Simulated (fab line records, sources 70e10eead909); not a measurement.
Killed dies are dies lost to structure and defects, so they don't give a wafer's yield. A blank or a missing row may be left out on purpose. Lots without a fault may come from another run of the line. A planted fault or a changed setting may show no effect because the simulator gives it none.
Chamber matching | flow nand_harc | NHARC_A_STAIRCASE_DEP_325 on pecvd-03: 3 sister chambers
The step deposits SiO2, target thk 7200 nm. 6 wafers are shown with their chamber, then 9 later ones without.

WAFERS WITH THEIR CHAMBER
wafer  | chamber | heater_power_w (W) | heater_power_outer_w (W)
L084.2 | 2       | 702                | 382
L087.5 | 0       | 598                | 375
L087.6 | 1       | 494                | 291
L090.1 | 1       | 617                | 369
L090.2 | 2       | 686                | 357
L090.5 | 0       | 599                | 379

WAFERS WITHOUT THEIR CHAMBER
wafer  | heater_power_w (W) | heater_power_outer_w (W)
L091.2 | 575                | 352
L091.4 | 594                | 290
L091.5 | 610                | 370
L092.1 | 577                | 348
L092.3 | 726                | 486
L092.5 | 500                | 298
L094.1 | 714                | 453
L094.2 | 720                | 383
L094.3 | 632                | 381

WHICH CHAMBER EACH WENT THROUGH
wafer  | from the rows above          | in truth
L091.2 | can't be placed: 1 or 0 or 2 | 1
L091.4 | can't be placed: 1 or 0 or 2 | 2
L091.5 | can't be placed: 0 or 1 or 2 | 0
L092.1 | can't be placed: 1 or 0 or 2 | 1
L092.3 | can't be placed: 2 or 0      | 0
L092.5 | can't be placed: 1 or 0      | 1
L094.1 | can't be placed: 2 or 0      | 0
L094.2 | can't be placed: 2 or 0      | 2
L094.3 | can't be placed: 0 or 2 or 1 | 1
Placed correctly: 0 of 9. Can't be placed from these rows: 9 (the true chamber is among the candidates in 9). Placed wrongly: 0.
How it was worked out, from the rows above alone: a wafer's distance from a chamber is the root of the sum, over the readings, of the square of ((its reading less the chamber's mean) divided by the reading's scatter). The wafer belongs to the nearest chamber; if the next one is less than 2 further off, it can't be placed. A chamber's mean is the mean of its shown wafers. The scatter: the root of (the sum of the squares of (reading less its chamber's mean) over the shown wafers, divided by (wafers less chambers)).
